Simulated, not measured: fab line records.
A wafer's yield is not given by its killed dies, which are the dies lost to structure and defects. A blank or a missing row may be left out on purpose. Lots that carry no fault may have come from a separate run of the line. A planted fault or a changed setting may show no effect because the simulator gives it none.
Chamber matching || flow nand harc || rie diel-12 running NHARC_A_STAIRCASE_TRIM_187: 4 sister chambers
The step chemistry O2, time 211.2 s. 4 wafers are shown with their chamber, then 8 later ones without.

## WAFERS, EACH WITH ITS CHAMBER
{"wafer": "L086.6", "chamber": 1, "showerhead plenum p Torr (Torr)": 3.64}
{"wafer": "L086.2", "chamber": 2, "showerhead plenum p Torr (Torr)": 3.38}
{"wafer": "L086.4", "chamber": 3, "showerhead plenum p Torr (Torr)": 3.80}
{"wafer": "L087.1", "chamber": 0, "showerhead plenum p Torr (Torr)": 3.76}

## WAFERS WITH NO CHAMBER GIVEN
{"wafer": "L087.2", "showerhead plenum p Torr (Torr)": 3.37}
{"wafer": "L087.6", "showerhead plenum p Torr (Torr)": 3.37}
{"wafer": "L093.1", "showerhead plenum p Torr (Torr)": 3.76}
{"wafer": "L093.2", "showerhead plenum p Torr (Torr)": 3.36}
{"wafer": "L093.3", "showerhead plenum p Torr (Torr)": 3.62}
{"wafer": "L095.2", "showerhead plenum p Torr (Torr)": 3.75}
{"wafer": "L095.3", "showerhead plenum p Torr (Torr)": 3.79}
{"wafer": "L095.6", "showerhead plenum p Torr (Torr)": 3.36}

## WHICH CHAMBER EACH WENT THROUGH
{"wafer": "L087.2", "from the rows above": 2, "in truth": 2}
{"wafer": "L087.6", "from the rows above": 2, "in truth": 2}
{"wafer": "L093.1", "from the rows above": 0, "in truth": 0}
{"wafer": "L093.2", "from the rows above": 2, "in truth": 2}
{"wafer": "L093.3", "from the rows above": 1, "in truth": 1}
{"wafer": "L095.2", "from the rows above": 0, "in truth": 0}
{"wafer": "L095.3", "from the rows above": "can't be placed: 3 or 0", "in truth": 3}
{"wafer": "L095.6", "from the rows above": 2, "in truth": 2}
Correctly placed: 7 of 8. Cannot be placed on the basis of these rows: 1; the candidates contain the true chamber in 1. Wrongly placed: 0.
How it was worked out, from the rows above alone: a wafer's distance from a chamber is the root of the sum, over the readings, of the square of ((its reading less the chamber's mean) divided by the reading's scatter). If the next closest chamber is less than 2 further off than the closest, the wafer can't be placed; otherwise it belongs to the closest. Each chamber's mean is taken over the wafers shown for it. The scatter: with one shown wafer a chamber, the root of the mean of the squares of how far each hidden wafer lies from its nearest shown one.
